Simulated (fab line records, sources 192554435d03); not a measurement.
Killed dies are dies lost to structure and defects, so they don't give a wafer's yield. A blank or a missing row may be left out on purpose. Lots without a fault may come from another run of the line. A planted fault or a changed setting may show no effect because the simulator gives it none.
Chamber matching | flow n5_finfet | N5_BEOL_M13_DEP_53 on pecvd-02: 3 sister chambers
The step deposits SiCN from 3MS/NH3, target thk 50 nm, time 17.8 s. 6 wafers are shown with their chamber, then 7 later ones without.

WAFERS WITH THEIR CHAMBER
wafer  | chamber | throttle_valve_pct (%) | showerhead_vpp_V (V)
L538.6 | 2       | 16.5                   | 1710
L551.1 | 1       | 19.1                   | 1531
L551.2 | 0       | 19.1                   | 1675
L551.4 | 2       | 16.1                   | 1691
L554.2 | 0       | 19.1                   | 1712
L554.4 | 1       | 19.4                   | 1529

WAFERS WITHOUT THEIR CHAMBER
wafer  | throttle_valve_pct (%) | showerhead_vpp_V (V)
L554.6 | 16.3                   | 1700
L553.1 | 19.3                   | 1498
L553.4 | 19.4                   | 1670
L553.6 | 19.3                   | 1542
L555.3 | 19.2                   | 1710
L555.4 | 19.5                   | 1723
L555.5 | 19.3                   | 1527

WHICH CHAMBER EACH WENT THROUGH
wafer  | from the rows above | in truth
L554.6 | 2                   | 2
L553.1 | 1                   | 1
L553.4 | 0                   | 0
L553.6 | 1                   | 1
L555.3 | 0                   | 0
L555.4 | 0                   | 0
L555.5 | 1                   | 1
Placed correctly: 7 of 7. Can't be placed from these rows: 0. Placed wrongly: 0.
How it was worked out, from the rows above alone: a wafer's distance from a chamber is the root of the sum, over the readings, of the square of ((its reading less the chamber's mean) divided by the reading's scatter). The wafer belongs to the nearest chamber; if the next one is less than 2 further off, it can't be placed. A chamber's mean is the mean of its shown wafers. The scatter: the root of (the sum of the squares of (reading less its chamber's mean) over the shown wafers, divided by (wafers less chambers)).
